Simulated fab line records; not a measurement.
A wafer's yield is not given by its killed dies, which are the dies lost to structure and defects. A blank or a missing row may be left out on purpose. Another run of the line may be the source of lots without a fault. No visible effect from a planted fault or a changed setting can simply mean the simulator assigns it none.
Matching of chambers ; flow n5-finfet ; N5_BEOL_M11_ILD_DEP_00 on pecvd-02: 3 sister chambers
The step deposits SiCOH lowk from DEMS/porogen, target thk 308.51 nm, time 58 s. 6 wafers are shown with their chamber, then 7 later ones without.

== WAFERS, EACH WITH ITS CHAMBER ==
wafer;chamber;throttle-valve-pct (%);heater-power-w (W)
L076.5;2;13.4;368
L081.4;2;13.3;380
L081.5;1;13.4;251
L081.6;0;14.3;223
L092.1;1;13.7;280
L092.2;0;14.4;206

== WAFERS WHOSE CHAMBER IS MISSING ==
wafer;throttle-valve-pct (%);heater-power-w (W)
L092.3;13.5;400
L093.1;13.7;309
L093.2;13.5;390
L093.4;14.2;244
L095.3;14.3;245
L095.4;13.5;298
L095.5;14.3;246

== WHICH CHAMBER EACH WENT THROUGH ==
wafer;from the rows above;in truth
L092.3;2;2
L093.1;can't be placed: 1 or 2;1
L093.2;2;2
L093.4;0;0
L095.3;0;0
L095.4;1;1
L095.5;0;0
Placed correctly: 6 of 7. Unplaceable from these rows: 1, with the true chamber sitting among the candidates in 1. Number placed wrongly: 0.
How it was worked out, from the rows above alone: a wafer's distance from a chamber is the root of the sum, over the readings, of the square of ((its reading less the chamber's mean) divided by the reading's scatter). The wafer belongs to the nearest chamber; if the next one is less than 2 further off, it can't be placed. For every chamber, the mean is computed from those of its wafers that are shown. The scatter is the square root of a quotient: the sum, over the shown wafers, of each reading's squared deviation from its chamber's mean, divided by wafers minus chambers.
